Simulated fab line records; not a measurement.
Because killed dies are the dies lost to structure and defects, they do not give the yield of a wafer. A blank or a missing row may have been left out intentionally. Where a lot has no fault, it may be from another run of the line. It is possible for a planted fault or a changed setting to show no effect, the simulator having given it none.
Which tool was responsible? | flow nand_harc | 6 lots with 18 wafers sampled at 3 steps, on a route of 1302 steps

## WHAT THE GAUGES READ, wafer by wafer
NHARC_A_ONON_D1_THK_MEAS_08: measures by ellipsometry.
lot  | measured     | on            | thk_nm (nm)
L394 | day 8 23:14  | film_metro-02 | 986 986 986
L401 | day 12 05:05 | film_metro-02 | 668 987 989
L403 | day 12 17:13 | film_metro-01 | 673 673 995
L409 | day 15 12:01 | film_metro-01 | 995 992 994
L411 | day 16 00:32 | film_metro-02 | 1002 1004 1003
L413 | day 17 01:28 | film_metro-01 | 989 987 988

## TOOL THAT RAN EACH LOT (tool first, then ch and the chambers of the sampled wafers, then the start)
lot  | NHARC_A_ZERO_WELL_DESCUM_12        | NHARC_A_ONON_D1_DEP_06
L394 | rie_diel-07 ch 0,3, day 7 20:41    | pecvd_onon-04 ch 0, day 8 22:43
L401 | rie_diel-07 ch 0,1,3, day 11 07:11 | pecvd_onon-02 ch 0, day 12 04:41
L403 | rie_diel-07 ch 0,1,2, day 11 17:52 | pecvd_onon-02 ch 0, day 12 16:42
L409 | rie_diel-07 ch 1,2,3, day 14 10:05 | pecvd_onon-04 ch 0, day 15 11:31
L411 | rie_diel-07 ch 0,1,2, day 14 23:14 | pecvd_onon-02 ch 0, day 16 00:01
L413 | rie_diel-07 ch 1,2,3, day 16 01:38 | pecvd_onon-02 ch 0, day 17 01:04
- NHARC_A_ZERO_WELL_DESCUM_12: chemistry O2, time 3 s.
- NHARC_A_ONON_D1_DEP_06: target thk 1000 nm.

## THE ANSWER, worked out from the rows above alone
Rule: usual is defined by the lots themselves. Put in order of their means at a reading, lots are off if they are a third of the lots or fewer, leave a main group of 4 or more, and stand apart from it by a gap of 3 or more times the standard deviation of the main group's means; of several such gaps the widest counts. The tables above print the reading to a certain number of digits; a main group whose means all agree to those digits is not used. A lot without any number at a reading at which 4 lots or more have one is off too. Where the step has rows for the other lots, those lots are counted as sound.
Off: L401, L403, at NHARC_A_ONON_D1_THK_MEAS_08 (thk_nm). Main group: mean 993 nm, sd 6.6.
A tool fits if, at a process step before that reading, it ran every lot that is off, and no sound lot after the first of them. The gauges at NHARC_A_ONON_D1_THK_MEAS_08 are tried like those tools. Not one of the candidates tried fits.

## WHAT THE SIMULATOR PUT IN
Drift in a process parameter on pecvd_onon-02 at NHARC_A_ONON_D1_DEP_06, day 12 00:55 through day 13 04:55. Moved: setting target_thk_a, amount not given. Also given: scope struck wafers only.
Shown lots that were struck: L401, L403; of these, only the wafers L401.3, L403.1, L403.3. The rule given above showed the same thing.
